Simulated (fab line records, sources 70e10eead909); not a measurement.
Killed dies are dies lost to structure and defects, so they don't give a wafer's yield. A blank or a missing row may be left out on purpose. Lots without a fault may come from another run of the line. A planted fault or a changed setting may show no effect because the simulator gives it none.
fab line records | flow nand_harc
record lots=6 wafers=18 last_day=34
route steps=1302 shown P_M1@297 END@1302
lots that met no fault: from a run of the same line without faults
start_h: hours from the record's first day to the start of the lot's first wafer shown | wait_h: hours since the lot's step before | " the same as in the row above | L1.1+2: a row that stands for several wafers | - no value, or no start given | * or withheld: withheld | < > ~ a bound
route shown NAME@n: a module of which the file shows steps, and the number in the route of the first | usual: mean/standard deviation of fault-free wafers | same: alike in all rows | chamber/n: place in a boat | sites: the reading at each site | _std_site: their standard deviation | _edge_site: outer sites' mean less inner sites' | radius_mm: how far each site lies from the wafer's centre | mask NAME#n: copy n | behind: the tool/chamber that last shaped the wafer | hold: why the lot was held/for how many hours/how that ended | device: the transistor (n, p or np) that didn't switch | end of line: the same wafers' tests at the end of the route | a step without rows: its recipe alone | killed: dies lost to structure and defects at the first sort, not the wafer's yield | map: a wafer's dies, x killed, . not, _ none there
set.NAME: the setting as run; set.NAME@STEP: as run at that earlier step | model.NAME: the simulator's own value behind a step, which no gauge read
lots at some steps of the route; a table a step, a row a wafer
services: from which hour (start_h, from the record's first day; less than 0 if before it) a tool's chamber was out of use, for how many hours, and why
## steps
# step NHARC_P_M1_INSPECT_11
# usual raw_defect_count=5/3.2
# columns lot.wafer tool chamber start_h wait_h raw_defect_count
L764.1 defect_inspect-02 - 149.71 0.0 5
L764.2 " - " " 9
L764.4 " - " " 2
L771.3 defect_inspect-02 - 207.05 0.0 6
L771.4 " - " " 1
L771.6 " - " " 3
L781.1 defect_inspect-01 - 320.97 0.0 13
L781.2 " - " " 16
L781.3 " - " " 15
L783.3 defect_inspect-02 - 327.29 0.0 3
L783.5 " - " " 4
L783.6 " - " " 5
L784.1 defect_inspect-01 - 339.77 0.0 3
L784.3 " - " " 7
L784.4 " - " " 3
L786.3 defect_inspect-01 - 357.34 0.0 4
L786.4 " - " " 2
L786.6 " - " " 1
# step NHARC_P_M1_DESCUM_14
# recipe time_s=3 o2_flow_sccm=200 ar_flow_sccm=0 bias_power_w=0 chemistry=O2
# step NHARC_P_M1_ETCH_35
# recipe target_depth_a=400 overetch_a=120 time_s=43.94 ion_energy_ev=200 n2_flow_sccm=150 h2_flow_sccm=150 ar_flow_sccm=0 rf_w=400 bias_w=150 chemistry=N2/H2
# usual drypump_motor_current_A=5.8/0.45 n2_flow_sccm=150.0/0.46 oes_product_au=0.997/0.0076 rf_fwd_power_W=394.9/2.1 rf_vpp_V=429.7/1.7 showerhead_plenum_p_Torr=2.02/0.053 throttle_valve_pct=14.173/0.0089
# columns lot.wafer tool chamber start_h wait_h drypump_motor_current_A n2_flow_sccm oes_product_au rf_fwd_power_W rf_hours_counter_h rf_vpp_V showerhead_plenum_p_Torr throttle_valve_pct
L764.2 rie_diel-07 2 149.88 0.1 5.4 149.5 0.992 392.7 2 433.4 2.06 14.163
L764.1 " 1 " " 6.5 149.9 1.015 397.0 2 427.6 2.02 14.185
L764.4 " 0 " " 5.7 149.8 1.011 395.5 - 428.6 2.01 14.167
L771.4 rie_diel-09 3 207.20 0.1 5.6 150.3 1.000 396.4 4 427.9 1.93 14.165
L771.3 " 0 " " 5.5 150.7 1.002 395.7 4 431.2 2.05 14.178
L771.6 " 2 " " 6.3 149.6 1.007 400.4 - 428.2 1.93 14.186
L781.1 rie_diel-07 2 321.11 0.1 5.4 150.6 0.996 394.4 2 431.0 2.06 14.163
L781.2 " 3 " " 5.3 149.9 0.992 393.4 1 428.3 1.98 14.164
L781.3 " 0 " " 5.7 149.7 1.007 393.2 1 428.0 2.00 14.169
L783.3 rie_diel-07 2 327.46 0.1 5.4 151.4 0.993 394.1 2 431.1 2.06 14.168
L783.5 " 3 " " 5.3 150.0 0.985 392.5 - 429.4 1.98 14.165
L783.6 " 0 " " 5.7 149.8 0.998 395.6 - 429.9 2.00 14.175
L784.1 rie_diel-07 1 339.91 0.1 6.5 150.6 0.982 397.1 3 430.3 2.01 14.181
L784.3 " 2 " " 5.4 150.1 0.991 392.9 2 429.8 2.06 14.182
L784.4 " 3 " " 5.3 149.0 0.999 391.4 2 429.4 1.98 14.177
L786.3 rie_diel-09 1 357.48 0.1 6.2 150.0 1.005 395.4 3 432.2 2.08 14.181
L786.4 " 2 " " 6.3 149.3 1.000 396.8 3 427.1 1.92 14.163
L786.6 " 2 " " 6.3 149.0 0.994 398.2 - 426.7 1.92 14.168
# step NHARC_P_M1_ETCH_15
# recipe target_depth_a=1825 time_s=91.2 c4f8_flow_sccm=withheld ar_flow_sccm=400 rf_w=600 bias_w=300 chemistry=C4F8/Ar
# step NHARC_P_M1_CD_MEAS_16
# usual cd_nm=130.1/0.59
# columns lot.wafer tool chamber start_h wait_h cd_nm
L764.1 cd_sem-03 - 150.13 - 129.9
L764.2 " - " " 130.5
L764.4 " - " " 130.2
L771.3 cd_sem-03 - 207.42 - 129.6
L771.4 " - " " 131.0
L771.6 " - " " 129.9
L781.1 cd_sem-02 - 321.33 - 129.8
L781.2 " - " " 130.7
L781.3 " - " " 130.0
L783.3 cd_sem-03 - 327.67 - 130.7
L783.5 " - " " 130.4
L783.6 " - " " 130.4
L784.1 cd_sem-01 - 340.13 - 129.5
L784.3 " - " " 129.4
L784.4 " - " " 131.0
L786.3 cd_sem-02 - 357.71 - 130.1
L786.4 " - " " 128.4
L786.6 " - " " 129.9
# step NHARC_P_M1_STRIP_18
# recipe power_w=1000 n2_flow_sccm=150 h2_flow_sccm=150 ar_flow_sccm=0 bias_w=0 chemistry=N2/H2
# step NHARC_P_M1_ETCH_28
# recipe target_depth_a=300 over_etch_frac=0.3 time_s=72.99 ion_energy_ev=150 cf4_flow_sccm=50 n2_flow_sccm=100 ar_flow_sccm=150 rf_w=300 bias_w=100 chemistry=CF4/N2
# step NHARC_P_M1_STRIP_19
# recipe time_s=600 temp_c=30 chemistry=post_etch_residue_remover
# step NHARC_P_M1_DEGAS_29
# recipe temp_c=250 time_s=60
# usual heater_power_w=316/16
# columns lot.wafer tool chamber start_h wait_h heater_power_w
L764.2 pvd_sputter-01 - 150.92 - 287
L764.1 " - " " 308
L764.4 " - " " 301
L771.3 pvd_sputter-01 - 208.13 - 315
L771.4 " - " " 306
L771.6 " - " " 287
L781.1 pvd_sputter-03 - 322.08 - 344
L781.3 " - " " 338
L781.2 " - " " 312
L783.3 pvd_sputter-03 - 328.38 - 333
L783.6 " - " " 295
L783.5 " - " " 336
L784.1 pvd_sputter-03 - 340.84 - 336
L784.3 " - " " 310
L784.4 " - " " 299
L786.3 pvd_sputter-01 - 358.48 - 291
L786.4 " - " " 334
L786.6 " - " " 321
# step NHARC_P_M1_PRE_CLEAN_30
# recipe time_s=30 temp_c=280 gas=H2/He
# usual heater_power_w=389/20
# columns lot.wafer tool chamber start_h wait_h heater_power_w
L764.4 pvd_sputter-01 - - - 357
L764.1 " - " " 376
L764.2 " - " " 372
L771.3 pvd_sputter-01 - - - 364
L771.4 " - " " 392
L771.6 " - " " 359
L781.3 pvd_sputter-03 - - - 374
L781.1 " - " " 375
L781.2 " - " " 398
L783.3 pvd_sputter-03 - - - 416
L783.6 " - " " 416
L783.5 " - " " 369
L784.4 pvd_sputter-03 - - - 416
L784.1 " - " " 367
L784.3 " - " " 369
L786.3 pvd_sputter-01 - - - 394
L786.4 " - " " 414
L786.6 " - " " 357
# step NHARC_P_M1_PVD_20
# recipe target_thk_a=50 bias_v=168.6 power_w=15000 chamber_pressure_pa=0.12 time_s=8.06 substrate_temp_c=50 material=TaN
# step NHARC_P_M1_PVD_21
# recipe target_thk_a=300 chamber_pressure_pa=5 power_w=5000 substrate_temp_c=30 time_s=20.49 material=Cu
# usual throttle_valve_pct=29.8/0.77
# columns lot.wafer tool chamber start_h wait_h throttle_valve_pct
L764.1 pvd_sputter-01 - - - 30.4
L764.4 " - " " 28.8
L764.2 " - " " 29.5
L771.4 pvd_sputter-01 - - - 28.6
L771.3 " - " " 30.5
L771.6 " - " " 30.4
L781.3 pvd_sputter-03 - - - 29.5
L781.1 " - " " 29.2
L781.2 " - " " 29.0
L783.3 pvd_sputter-03 - - - 29.2
L783.6 " - " " 29.4
L783.5 " - " " 29.3
L784.1 pvd_sputter-03 - - - 30.8
L784.4 " - " " 29.5
L784.3 " - " " 29.1
L786.3 pvd_sputter-01 - - - 28.6
L786.4 " - " " 30.8
L786.6 " - " " 31.1
# step NHARC_P_M1_ECD_22
# recipe target_thk_a=4000 bath_temp_c=25 material=Cu
# columns lot.wafer tool chamber start_h wait_h
L764.2+1+4 ecd_cu-02 0,1,1 151.28 -
L771.3+4+6 ecd_cu-01 0,1,1 208.59 -
L781.1+2+3 ecd_cu-02 0,1,0 322.44 -
L783.3+6+5 ecd_cu-01 1,1,0 328.84 -
L784.1+4+3 ecd_cu-02 1,1,0 341.21 -
L786.3+4+6 ecd_cu-01 0,1,1 358.94 -
# step NHARC_P_M1_ANNEAL_31
# recipe temp_c=225 time_s=90
# usual anneal_temp_c_max=225.96/0.23 wafer_temp_C_max=225.79/0.28
# columns lot.wafer tool chamber start_h wait_h anneal_temp_c_max wafer_temp_C_max
L764.1 rtp_anneal-01 0 151.65 - 225.77 225.73
L764.2 " 0 " " 226.14 225.80
L764.4 " 0 " " 226.02 225.70
L771.3 rtp_anneal-02 0 208.97 - 225.58 225.89
L771.4 " 0 " " 225.71 225.77
L771.6 " 0 " " 225.83 225.85
L781.1 rtp_anneal-01 0 322.81 - 225.96 226.29
L781.2 " 0 " " 225.91 226.14
L781.3 " 0 " " 225.87 226.07
L783.3 rtp_anneal-02 0 329.22 - 226.37 225.59
L783.5 " 0 " " 226.45 225.45
L783.6 " 0 " " 226.33 225.48
L784.1 rtp_anneal-01 0 341.58 - 225.81 225.71
L784.3 " 0 " " 226.22 225.68
L784.4 " 0 " " 225.88 226.12
L786.3 rtp_anneal-01 0 359.33 - 225.75 225.69
L786.4 " 0 " " 225.66 225.74
L786.6 " 0 " " 226.04 226.26
# step NHARC_P_M1_CMP_23
# recipe t_overpolish_s=20 target_thk_nm=157.82
# usual motor_current_A=11.7/1.6 time_to_endpoint_s=27.9/2.3
# columns lot.wafer tool chamber start_h wait_h motor_current_A time_to_endpoint_s
L764.1 cmp-04 2 152.03 - 10.7 26.8
L764.2 " 3 " " 12.5 28.1
L764.4 " 0 " " 13.9 27.4
L771.3 cmp-02 1 209.24 - 11.5 27.5
L771.4 " 2 " " 14.0 27.1
L771.6 " 1 " " 11.0 28.7
L781.2 cmp-04 0 323.19 - 13.6 27.7
L781.3 " 1 " " 12.1 13.0
L781.1 " 2 " " 12.2 12.2
L783.3 cmp-01 2 329.46 - 8.1 24.3
L783.6 " 2 " " 9.1 31.4
L783.5 " 3 " " 13.3 22.3
L784.4 cmp-02 0 341.93 - 11.6 29.5
L784.1 " 2 " " 14.2 17.7
L784.3 " 3 " " 10.5 16.5
L786.4 cmp-02 0 359.62 - 12.4 24.4
L786.3 " 1 " " 10.9 27.4
L786.6 " 2 " " 14.0 27.4
# step NHARC_P_M1_THK_MEAS_24
# recipe thk_meas_gauge=xrf
# usual thk_nm=157.9/1.3
# columns lot.wafer tool chamber start_h wait_h thk_nm
L764.1 film_metro-01 - 152.31 - 158.4
L764.2 " - " " 161.1
L764.4 " - " " 155.7
L771.3 film_metro-02 - 209.53 - 158.6
L771.4 " - " " 159.1
L771.6 " - " " 158.8
L781.1 film_metro-01 - 323.47 - 157.0
L781.2 " - " " 160.0
L781.3 " - " " 157.0
L783.3 film_metro-01 - 329.77 - 157.0
L783.5 " - " " 157.4
L783.6 " - " " 159.5
L784.1 film_metro-01 - 342.24 - 156.2
L784.3 " - " " 157.1
L784.4 " - " " 155.9
L786.3 film_metro-02 - 359.88 - 158.6
L786.4 " - " " 157.5
L786.6 " - " " 157.4
# step NHARC_END_SORT_01
# recipe temp_c=25
# usual defect_limited_yield=90.7/3 killed_at_array=58/20 killed_at_other=0.9/1.4 killed_at_periphery=4/3.1 killed_dies=63/20 killed_open=3.3/1.8 killed_short=2.4/1.5
# same gross_dies=677
# columns lot.wafer tool chamber start_h wait_h defect_limited_yield[%] killed_at_array killed_at_other killed_at_periphery killed_dies killed_open killed_short
L764.1 prober-01 0 593.29 2.5 94.7 32 1 3 36 4 5
L764.2 prober-01 0 594.09 2.8 92.5 40 0 11 51 6 1
L764.4 prober-01 0 595.69 3.4 91.1 57 1 2 60 2 6
L771.3 prober-02 0 658.61 3.1 96.6 21 0 2 23 1 2
L771.4 prober-02 0 659.41 3.4 94.2 38 0 1 39 5 4
L771.6 prober-02 0 661.01 4.0 95.1 31 1 1 33 2 3
L784.1 prober-01 0 796.76 2.5 95.1 33 0 0 33 0 0
L784.3 prober-01 0 798.38 3.1 95.1 29 0 4 33 1 3
L784.4 prober-01 0 799.19 3.4 92.6 48 1 1 50 3 2
# killed by level:class
L764.1 A_SLIT:chamber_film_flake=10 A_CHANNEL_HOLE_D2:chamber_film_flake=4 A_BONDPAD:chamber_film_flake=4 A_CHANNEL_HOLE_D1:chamber_film_flake=2 A_WL_FILL:chamber_film_flake=2 A_CONTACT:chamber_film_flake=2 P_CONTACT:geometric_particle:open=1 P_M1:geometric_particle:short=1
L764.2 A_SLIT:chamber_film_flake=24 P_GATE:chamber_film_flake=6 A_CHANNEL_HOLE_D2:chamber_film_flake=4 P_M1:geometric_particle:open=2 A_CHANNEL_FILL_D2:chamber_film_flake=2 A_STAIRCASE:chamber_film_flake=2 A_BONDPAD:chamber_film_flake=2 P_CONTACT:geometric_particle:open=1
L764.4 A_SLIT:chamber_film_flake=29 A_CONTACT:chamber_film_flake=5 A_BONDPAD:chamber_film_flake=5 A_STAIRCASE:chamber_film_flake=4 A_ONON_D2:geometric_particle:short=2 A_CHANNEL_HOLE_D1:chamber_film_flake=2 A_CHANNEL_HOLE_D2:chamber_film_flake=2 A_WL_FILL:chamber_film_flake=2
L771.3 A_CHANNEL_HOLE_D2:chamber_film_flake=6 A_CHANNEL_FILL_D1:chamber_film_flake=4 A_CHANNEL_FILL_D1:geometric_particle:short=2 A_CHANNEL_HOLE_D1:chamber_film_flake=2 A_STAIRCASE:chamber_film_flake=2 P_M0:geometric_particle:open=1 P_GATE:chamber_film_flake=1 A_ZERO_WELL:chamber_film_flake=1
L771.4 A_CHANNEL_HOLE_D2:chamber_film_flake=15 A_CHANNEL_HOLE_D1:chamber_film_flake=5 A_SLIT:chamber_film_flake=3 A_CHANNEL_FILL_D2:geometric_particle:short=2 A_M0:geometric_particle:open=2 A_ONON_D1:geometric_particle:short=1 A_CHANNEL_FILL_D1:geometric_particle:open=1 A_CHANNEL_FILL_D2:geometric_particle:open=1
L771.6 A_CHANNEL_HOLE_D1:chamber_film_flake=9 A_CHANNEL_HOLE_D2:chamber_film_flake=8 A_STAIRCASE:chamber_film_flake=5 A_CHANNEL_FILL_D1:chamber_film_flake=2 A_DECK1_JOINT:geometric_particle:open=1 A_CHANNEL_HOLE_D2:geometric_particle:short=1 A_CHANNEL_FILL_D2:geometric_particle:open=1 A_CHANNEL_FILL_D2:geometric_particle:short=1
L784.1 A_SLIT:chamber_film_flake=19 A_CONTACT:chamber_film_flake=5 A_SGD_CUT:chamber_film_flake=3 A_STAIRCASE:chamber_film_flake=3 A_M0:chamber_film_flake=2 A_CHANNEL_HOLE_D1:chamber_film_flake=1
L784.3 A_SLIT:chamber_film_flake=14 A_CHANNEL_HOLE_D1:chamber_film_flake=4 A_SGD_CUT:chamber_film_flake=3 A_CONTACT:chamber_film_flake=3 P_GATE:chamber_film_flake=2 P_CONTACT:geometric_particle:open=1 P_M0:geometric_particle:short=1 A_ONON_D1:geometric_particle:short=1
L784.4 A_SLIT:chamber_film_flake=27 A_CONTACT:chamber_film_flake=5 A_SGD_CUT:chamber_film_flake=4 A_CHANNEL_HOLE_D2:chamber_film_flake=3 A_WL_FILL:chamber_film_flake=3 A_DECK1_JOINT:geometric_particle:short=1 A_SGD_CUT:geometric_particle:open=1 A_WL_FILL:geometric_particle:short=1
## services
# columns tool chamber start_h hours kind
pvd_sputter-03 - 131.11 8.2 repair
cmp-02 - 134.94 4.0 pm
cmp-04 - 137.16 0.2 repair
rie_diel-09 3 138.06 4.2 repair
pvd_sputter-01 - 142.74 2.1 repair
rie_diel-07 3 143.46 9.5 repair
pvd_sputter-03 - 146.39 2.0 repair
cmp-02 - 149.90 2.8 repair
ecd_cu-01 - 160.10 8.0 pm
ecd_cu-02 - 161.22 1.0 repair
rie_diel-07 3 181.71 5.7 repair
rie_diel-07 0 185.11 5.9 repair
pvd_sputter-03 - 196.72 10.0 pm
cmp-02 - 212.29 1.2 repair
pvd_sputter-01 - 227.30 10.0 pm
cmp-02 - 232.94 4.0 pm
ecd_cu-02 - 244.00 8.0 pm
pvd_sputter-01 - 251.77 2.6 repair
rie_diel-07 - 275.61 1.0 repair
rie_diel-07 - 295.85 9.0 pm
pvd_sputter-03 - 306.01 0.7 repair
rie_diel-07 0 314.25 5.3 repair
cmp-02 - 330.94 4.0 pm
ecd_cu-01 - 336.10 8.0 pm
## key
first_sign step=NHARC_P_M1_CMP_23 reading=time_to_endpoint_s direction=down sigmas=5.8 usual=* struck=*
effect none on later readings
met_at NHARC_P_M1_ECD_22
struck_wafers L781.1,L781.3,L784.1,L784.3
onset_between 151.28 322.44
fault kind=process_parameter_drift tool=ecd_cu-02 chamber=- onset_h=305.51 steps=NHARC_P_M1_ECD_22 channel=target_thk_a offset=* shape=step end_h=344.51 scope=struck_wafers_only acts_in=* stated=*
